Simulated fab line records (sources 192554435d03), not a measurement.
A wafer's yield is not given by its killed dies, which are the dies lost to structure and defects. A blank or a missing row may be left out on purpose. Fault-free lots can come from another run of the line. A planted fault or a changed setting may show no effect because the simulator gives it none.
Chamber matching | flow n5_finfet | N5_MOL_CONTACT_COAG_ALD_131 on ald_sin-04 has 4 sister chambers
The step deposits SiO2, target thk 5 nm, pulse time 1 s, co reactant pulse time 1 s. 24 wafers are shown with their chamber, then 12 later ones without.

## WAFERS, EACH WITH ITS CHAMBER
wafer  | chamber | heater_power_w (W) | precursor_pulse_height_rel
L076.3 | 2       | 93                 | 1.024
L076.4 | 0       | 77                 | 1.014
L076.5 | 0       | 77                 | 0.972
L077.3 | 3       | 75                 | 0.979
L077.5 | 2       | 90                 | 1.045
L077.6 | 3       | 76                 | 0.974
L078.2 | 1       | 78                 | 1.014
L078.3 | 3       | 76                 | 0.978
L078.4 | 2       | 94                 | 0.996
L081.2 | 2       | 93                 | 1.033
L081.5 | 0       | 76                 | 1.002
L081.6 | 3       | 78                 | 1.013
L082.1 | 2       | 91                 | 1.019
L082.4 | 0       | 77                 | 0.980
L082.5 | 2       | 93                 | 1.009
L083.1 | 0       | 74                 | 1.028
L083.4 | 1       | 80                 | 1.021
L083.6 | 3       | 79                 | 0.987
L084.1 | 1       | 76                 | 0.993
L084.3 | 3       | 78                 | 0.983
L084.4 | 2       | 93                 | 1.000
L086.1 | 3       | 77                 | 1.015
L086.2 | 2       | 90                 | 1.001
L086.4 | 1       | 77                 | 0.945

SIGNATURES (averages over the wafers above)
reading                    | chamber 0 | chamber 1 | chamber 2 | chamber 3 | scatter within a chamber
heater_power_w             | 76.20     | 77.75     | 92.12     | 77.00     | 1.49
precursor_pulse_height_rel | 0.99920   | 0.99325   | 1.01587   | 0.98986   | 0.0219
Rule: for a wafer and a chamber, the distance is found by dividing, reading by reading, the gap between the wafer's reading and the chamber's mean by the reading's scatter, squaring, summing and taking the root. If the next closest chamber is less than 2 further off than the closest, the wafer can't be placed; otherwise it belongs to the closest. The scatter: the root of (the sum of the squares of (reading less its chamber's mean) over the shown wafers, divided by (wafers less chambers)).

## WAFERS MISSING THEIR CHAMBER
wafer  | heater_power_w (W) | precursor_pulse_height_rel
L091.1 | 76                 | 1.023
L091.2 | 78                 | 1.038
L091.3 | 89                 | 1.003
L091.4 | 76                 | 1.004
L091.5 | 76                 | 0.999
L091.6 | 76                 | 1.014
L092.2 | 77                 | 1.018
L092.3 | 90                 | 1.033
L092.4 | 76                 | 0.989
L096.3 | 90                 | 1.024
L096.5 | 76                 | 1.025
L096.6 | 76                 | 0.959

## WHICH CHAMBER EACH WENT THROUGH
wafer  | from the rows above          | in truth
L091.1 | can't be placed: 0 or 3 or 1 | 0
L091.2 | can't be placed: 1 or 0 or 3 | 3
L091.3 | 2                            | 2
L091.4 | can't be placed: 0 or 3 or 1 | 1
L091.5 | can't be placed: 0 or 3 or 1 | 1
L091.6 | can't be placed: 0 or 3 or 1 | 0
L092.2 | can't be placed: 0 or 1 or 3 | 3
L092.3 | 2                            | 2
L092.4 | can't be placed: 0 or 3 or 1 | 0
L096.3 | 2                            | 2
L096.5 | can't be placed: 0 or 3 or 1 | 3
L096.6 | can't be placed: 3 or 0 or 1 | 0
Correct placement for 3 of the 12. Unplaceable from these rows: 9, with the true chamber sitting among the candidates in 9. Wrongly placed: 0.
